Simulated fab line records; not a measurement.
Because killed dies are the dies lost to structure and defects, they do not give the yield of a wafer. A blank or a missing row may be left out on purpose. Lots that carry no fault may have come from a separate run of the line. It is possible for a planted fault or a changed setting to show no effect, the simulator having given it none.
Chamber matching / flow n5-finfet / 3 sister chambers for N5_BEOL_M6_PECVD_70 on pecvd-01
The step deposits SiO2 from TEOS/O2, target thk 20 nm, time 22.7 s. 22 wafers are shown with their chamber, then 11 later ones without.

== EACH WAFER AND ITS CHAMBER ==
wafer=L075.2; chamber=1; heater-power-w (W)=806; showerhead-plenum-p-Torr (Torr)=8.77; throttle-valve-pct (%)=22.5
wafer=L075.3; chamber=0; heater-power-w (W)=619; showerhead-plenum-p-Torr (Torr)=8.75; throttle-valve-pct (%)=21.9
wafer=L075.6; chamber=0; heater-power-w (W)=613; showerhead-plenum-p-Torr (Torr)=8.78; throttle-valve-pct (%)=22.2
wafer=L078.2; chamber=2; heater-power-w (W)=694; showerhead-plenum-p-Torr (Torr)=8.83; throttle-valve-pct (%)=22.1
wafer=L078.3; chamber=0; heater-power-w (W)=643; showerhead-plenum-p-Torr (Torr)=8.81; throttle-valve-pct (%)=22.4
wafer=L078.5; chamber=2; heater-power-w (W)=704; showerhead-plenum-p-Torr (Torr)=8.84; throttle-valve-pct (%)=22.0
wafer=L081.1; chamber=1; heater-power-w (W)=797; showerhead-plenum-p-Torr (Torr)=8.79; throttle-valve-pct (%)=22.2
wafer=L081.2; chamber=0; heater-power-w (W)=638; showerhead-plenum-p-Torr (Torr)=8.77; throttle-valve-pct (%)=22.1
wafer=L081.4; chamber=0; heater-power-w (W)=638; showerhead-plenum-p-Torr (Torr)=8.77; throttle-valve-pct (%)=22.0
wafer=L079.1; chamber=2; heater-power-w (W)=752; showerhead-plenum-p-Torr (Torr)=8.84; throttle-valve-pct (%)=22.0
wafer=L079.5; chamber=2; heater-power-w (W)=739; showerhead-plenum-p-Torr (Torr)=8.81; throttle-valve-pct (%)=22.0
wafer=L079.6; chamber=0; heater-power-w (W)=535; showerhead-plenum-p-Torr (Torr)=8.79; throttle-valve-pct (%)=22.4
wafer=L083.1; chamber=0; heater-power-w (W)=626; showerhead-plenum-p-Torr (Torr)=8.77; throttle-valve-pct (%)=22.5
wafer=L083.5; chamber=1; heater-power-w (W)=773; showerhead-plenum-p-Torr (Torr)=8.79; throttle-valve-pct (%)=22.2
wafer=L083.6; chamber=0; heater-power-w (W)=628; showerhead-plenum-p-Torr (Torr)=8.79; throttle-valve-pct (%)=22.2
wafer=L085.1; chamber=1; heater-power-w (W)=763; showerhead-plenum-p-Torr (Torr)=8.75; throttle-valve-pct (%)=22.5
wafer=L085.3; chamber=2; heater-power-w (W)=699; showerhead-plenum-p-Torr (Torr)=8.86; throttle-valve-pct (%)=22.4
wafer=L085.5; chamber=2; heater-power-w (W)=703; showerhead-plenum-p-Torr (Torr)=8.84; throttle-valve-pct (%)=22.0
wafer=L086.1; chamber=1; heater-power-w (W)=711; showerhead-plenum-p-Torr (Torr)=8.77; throttle-valve-pct (%)=22.4
wafer=L086.3; chamber=2; heater-power-w (W)=734; showerhead-plenum-p-Torr (Torr)=8.84; throttle-valve-pct (%)=22.1
wafer=L086.6; chamber=2; heater-power-w (W)=735; showerhead-plenum-p-Torr (Torr)=8.86; throttle-valve-pct (%)=22.2
wafer=L087.2; chamber=1; heater-power-w (W)=810; showerhead-plenum-p-Torr (Torr)=8.78; throttle-valve-pct (%)=22.5

SIGNATURES (averages over the wafers above)
reading=heater-power-w; chamber 0=617.50; chamber 1=776.67; chamber 2=720.00; scatter within a chamber=31.5
reading=showerhead-plenum-p-Torr; chamber 0=8.7787; chamber 1=8.7750; chamber 2=8.8400; scatter within a chamber=0.0166
reading=throttle-valve-pct; chamber 0=22.212; chamber 1=22.383; chamber 2=22.100; scatter within a chamber=0.171
Rule: for each reading, subtract the chamber's mean from the wafer's reading, divide by that reading's scatter and square the result; add these up over the readings and take the root, which gives the wafer's distance from the chamber. The wafer belongs to the nearest chamber; if the next one is less than 2 further off, it can't be placed. The scatter: the root of (the sum of the squares of (reading less its chamber's mean) over the shown wafers, divided by (wafers less chambers)).

== WAFERS WITHOUT THEIR CHAMBER ==
wafer=L087.5; heater-power-w (W)=651; showerhead-plenum-p-Torr (Torr)=8.82; throttle-valve-pct (%)=22.3
wafer=L087.6; heater-power-w (W)=573; showerhead-plenum-p-Torr (Torr)=8.77; throttle-valve-pct (%)=21.9
wafer=L088.1; heater-power-w (W)=749; showerhead-plenum-p-Torr (Torr)=8.83; throttle-valve-pct (%)=22.2
wafer=L088.4; heater-power-w (W)=623; showerhead-plenum-p-Torr (Torr)=8.78; throttle-valve-pct (%)=22.4
wafer=L088.5; heater-power-w (W)=765; showerhead-plenum-p-Torr (Torr)=8.85; throttle-valve-pct (%)=22.2
wafer=L092.1; heater-power-w (W)=619; showerhead-plenum-p-Torr (Torr)=8.84; throttle-valve-pct (%)=22.3
wafer=L092.2; heater-power-w (W)=571; showerhead-plenum-p-Torr (Torr)=8.77; throttle-valve-pct (%)=22.2
wafer=L092.5; heater-power-w (W)=574; showerhead-plenum-p-Torr (Torr)=8.78; throttle-valve-pct (%)=22.4
wafer=L096.4; heater-power-w (W)=604; showerhead-plenum-p-Torr (Torr)=8.80; throttle-valve-pct (%)=22.5
wafer=L096.5; heater-power-w (W)=776; showerhead-plenum-p-Torr (Torr)=8.76; throttle-valve-pct (%)=22.3
wafer=L096.6; heater-power-w (W)=747; showerhead-plenum-p-Torr (Torr)=8.82; throttle-valve-pct (%)=22.7

== WHICH CHAMBER EACH WENT THROUGH ==
wafer=L087.5; from the rows above=can't be placed: 0 or 2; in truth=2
wafer=L087.6; from the rows above=0; in truth=0
wafer=L088.1; from the rows above=2; in truth=2
wafer=L088.4; from the rows above=0; in truth=0
wafer=L088.5; from the rows above=2; in truth=2
wafer=L092.1; from the rows above=can't be placed: 2 or 0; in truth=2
wafer=L092.2; from the rows above=0; in truth=0
wafer=L092.5; from the rows above=0; in truth=0
wafer=L096.4; from the rows above=0; in truth=0
wafer=L096.5; from the rows above=1; in truth=1
wafer=L096.6; from the rows above=can't be placed: 1 or 2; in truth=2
Correct placement for 8 of the 11. Unplaceable from these rows: 3, with the true chamber sitting among the candidates in 3. Wrongly placed: 0.
